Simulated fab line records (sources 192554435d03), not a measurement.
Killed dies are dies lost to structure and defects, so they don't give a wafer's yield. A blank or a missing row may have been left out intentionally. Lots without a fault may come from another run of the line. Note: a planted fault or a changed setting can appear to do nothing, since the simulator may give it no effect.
Lot-split experiment ; flow n5-finfet ; 21 wafers read across 7 lots, on a route 1938 steps long

== THE SPLIT ==
At N5_BEOL_M6_TRENCH_ETCH_37 (etches SiCOH lowk in C4F6/O2, target depth 94.435 nm, time 31.5 s), the setting time-s was moved away from the recipe's 31.5 s on 7 of the 21 wafers read, by -9.2% to +19.6%. This setting was run at the recipe's value on the other wafers.

== FROM THE SPLIT TO THE READING: what the file shows between them, 12 steps ==
- N5_BEOL_M6_ETCH_41: etches SiCN in CH3F/O2, target depth 29.7 nm, time 52 s
- N5_BEOL_M6_STRIP_80: strips in N2/H2, time 10 s
- N5_BEOL_M6_OCD_MEAS_38
- N5_BEOL_M6_ALD_77: deposits TaN, target thk 2 nm, pulse time 2 s, purge time 3 s (also split here: ald-cycles)
- N5_BEOL_M6_SURFACE_TREAT_79
- N5_BEOL_M6_CVD_78: deposits Co from CCTBA/H2, target thk 2 nm, time 142.3 s
- N5_BEOL_M6_ECD_50: material Cu, target thk 300 nm
- N5_BEOL_M6_ANNEAL_51: time 90 s
- N5_BEOL_M6_CMP_52: polishes, stops on SiCOH lowk, t overpolish 6.9 s, target thk 80 nm
- N5_BEOL_M6_THK_MEAS_53: measures by xrf
- N5_BEOL_M6_PRE_CLEAN_55: time 15 s
- N5_BEOL_M6_DEP_56: deposits SiCN from 3MS/NH3, target thk 10 nm, time 17.5 s

== THE READING ==
M6_RS (ohm/sq), read at N5_BEOL_M6_RS_MEAS_57 with a four-point probe. A value of 0.287 ohm/sq with a standard deviation of 0.0091 ohm/sq is what fault-free wafers of this fab line usually give.

wafer;tool, chamber at the split;time-s as run, s;against the recipe;M6_RS, ohm/sq;against lot-mates on the recipe
L074.2;rie-diel-04, 2;31.5;recipe;0.278;-
L074.3;rie-diel-04, 0;31.5;recipe;0.276;-
L074.4;rie-diel-04, 0;31.5;recipe;0.272;-
L078.2;rie-diel-04, 2;31.5;recipe;0.292;-
L078.3;rie-diel-04, 3;37.66;+19.6%;0.232;-0.060
L078.5;rie-diel-04, 3;37.66;+19.6%;0.235;-0.057
L081.1;rie-diel-01, 1;31.5;recipe;0.276;-
L081.3;rie-diel-01, 2;31.5;recipe;0.285;-
L081.4;rie-diel-01, 0;31.5;recipe;0.299;-
L084.1;rie-diel-02, 1;31.5;recipe;0.284;-
L084.2;rie-diel-02, 3;31.5;recipe;0.282;-
L084.6;rie-diel-02, 1;28.6;-9.2%;0.312;+0.029
L089.2;rie-diel-02, 1;31.5;recipe;0.286;-
L089.4;rie-diel-02, 3;34.29;+8.9%;0.240;-0.047
L089.6;rie-diel-02, 0;31.5;recipe;0.288;-
L091.2;rie-diel-01, 2;34.38;+9.1%;0.257;no lot-mate on the recipe
L091.3;rie-diel-01, 1;34.38;+9.1%;0.256;no lot-mate on the recipe
L091.5;rie-diel-01, 2;34.38;+9.1%;0.254;no lot-mate on the recipe
L097.1;rie-diel-02, 0;31.5;recipe;0.277;-
L097.4;rie-diel-02, 3;31.5;recipe;0.271;-
L097.5;rie-diel-02, 2;31.5;recipe;0.288;-

THE FIT
A straight line over all 21 wafers: M6_RS changes by -0.00278 ohm/sq for each +1% of time-s; r = -0.93; the points scatter about the line by 0.008 ohm/sq.
The same after taking each lot's own level away (the mean of its wafers on the recipe; 18 wafers): -0.00317 ohm/sq for each +1%; r = -0.96; scatter 0.0072 ohm/sq.
Per that fit: largest time-s move, reading shift of 0.062 ohm/sq.
The span of the lots' own levels, 0.2753 to 0.2920 ohm/sq, comes to 1.8 times the standard deviation stated above.
So the lot-to-lot level changes the slope: the two fits differ.
Check: -0.0647 ohm/sq against its lot-mates is what the line predicts for one of the wafers moved furthest among these (+19.6%) when that wafer is left out of the fit. It came out at -0.06 ohm/sq against them.

== THE OTHER SPLITS THESE WAFERS WENT THROUGH ==
Other splits were also applied to these wafers ahead of the reading. Each is held against what the fit with the lots' levels taken away leaves over:
other split on the same wafers;wafers away from the commonest value;r with M6_RS (lot level and that fit taken away)
N5_BEOL_M6_ALD_77 ald-cycles;12;+0.44

== THE WHOLE CHAIN: every reading that the file lists as answering this split, in the file's order ==
step;what it does;reading;change (the file's fit);r (the file's)
N5_BEOL_M6_TRENCH_ETCH_37;etches SiCOH lowk in C4F6/O2, target depth 94.435 nm, time 31.5 s;BEOL_M6.feature-depth-nm (the simulator's own value, which no gauge read);+1.01 nm for each +1% of the setting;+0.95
N5_BEOL_M6_TRENCH_ETCH_37;etches SiCOH lowk in C4F6/O2, target depth 94.435 nm, time 31.5 s;etch.depth-nm (the simulator's own value, which no gauge read);+1.01 nm for each +1% of the setting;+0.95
N5_BEOL_M6_OCD_MEAS_38;;trench-depth-nm;+0.993 nm for each +1% of the setting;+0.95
N5_BEOL_M6_CMP_52;polishes, stops on SiCOH lowk, t overpolish 6.9 s, target thk 80 nm;Cu_of_BEOL_M6_ECD_50.thk-nm (the simulator's own value, which no gauge read);+0.914 nm for each +1% of the setting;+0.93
N5_BEOL_M6_THK_MEAS_53;measures by xrf;M6_THK;+0.926 for each +1% of the setting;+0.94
N5_BEOL_M6_RS_MEAS_57;measures by four-point-probe;M6_RS;-0.00334 for each +1% of the setting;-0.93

== FILE'S OWN FIT ==
M6_RS changes by -0.00334 ohm/sq for each +1% of time-s, r = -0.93.
